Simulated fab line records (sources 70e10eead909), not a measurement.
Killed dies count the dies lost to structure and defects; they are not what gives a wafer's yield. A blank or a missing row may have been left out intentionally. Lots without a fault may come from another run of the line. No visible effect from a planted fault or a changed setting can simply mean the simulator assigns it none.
8D (eight disciplines) problem report, filled in by code ; flow nandHarc ; the parts of the form that need people (team, actions taken, sign-off) are left out

== 1. THE ISSUE ==
runLengthS at NHARC_P_BONDPAD_ETCH_24 reads a mean of 73.7 s on 3 wafers of 2 lots; wafers without a fault read 94.5 s with a standard deviation of 0.48. That is -43 standard deviations from the usual mean.
The step: etches the open film in CF4/N2, target depth 30 nm, time 72.99 s.
First observed at day 8 05:58: wafer L407.1, on rieDiel-11. The record has a number at this step for 34 wafers belonging to 12 lots. By rule, "out" or "out of limits" means more than 4 standard deviations away from the usual mean. Any other wafer with a number is counted as sound.

== 2. WHAT THIS IS AND IS NOT ==
question;is;is not
which readings at this step;runLengthS;drypumpMotorCurrentA, oesProductAu, rfVppV, showerheadPlenumPTorr
which lots;L407, L408;L400, L401, L402, L403, L404, L414, L420, L421, L422, L423
which wafers of those lots;L407.1, L408.1, L408.4;L407.2
read on which tools;rieDiel-11;rieDiel-05, rieDiel-13
when;from day 8 05:58;"up to then (16 sound wafers); but 15 sound wafers of L414, L420, L421, L422, L423 came after"

== 3. WHAT RULES OUT EACH SUSPECT ==
Counting: any tool at a process step up to the reading remains a suspect provided it ran every lot that is out. Sound lots after the first of them don't rule it out here, since some wafers of a struck lot are sound.
- rieDiel-11 at NHARC_P_BONDPAD_ETCH_37 (etches the open film in N2/H2, target depth 60 nm, overetch 18 nm, time 65.91 s): kept. Ran every lot that is out, first one L407 (day 8 05:32); last sound lot up to then L403 (day 7 08:08).
- rieDiel-11 at NHARC_P_BONDPAD_ETCH_24 (etches the open film in CF4/N2, target depth 30 nm, time 72.99 s): kept. Ran every lot that is out, first one L407 (day 8 05:58); last sound lot up to then L403 (day 7 08:35). On those wafers its own readings are out: runLengthS.
Remaining after the count are rieDiel-11 at NHARC_P_BONDPAD_ETCH_37 and rieDiel-11 at NHARC_P_BONDPAD_ETCH_24.

== 4. THE CAUSE (what the simulator had put in) ==
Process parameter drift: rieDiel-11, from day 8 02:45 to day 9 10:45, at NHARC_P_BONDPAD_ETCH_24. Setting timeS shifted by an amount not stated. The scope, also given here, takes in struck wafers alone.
Counting leaves 2 suspects; this tool is one of them.

== 5. THE CHAIN OF EFFECTS, in route order ==
Rows list readings where the struck wafers' mean (over those with a number) sits beyond 3 standard deviations from the usual. Scope: only readings with a usual standard deviation given in the record; hours: median across lots of the time from each lot's start at the first step in this table that gives one to its start at this step; sigmas: change in usual standard deviations.
hours;step;reading;usual;on struck wafers;change;sigmas
0;NHARC_P_BONDPAD_ETCH_24;runLengthS;94.5 s;73.7;-20.8;-43
It contains these process steps:
- NHARC_P_BONDPAD_ETCH_24: etches the open film in CF4/N2, target depth 30 nm, time 72.99 s.

== 6. WHAT WOULD HAVE CAUGHT IT SOONER ==
3 hours passed between the start of the fault at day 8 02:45 and the first reading out of limits in this record, taken at day 8 05:58.
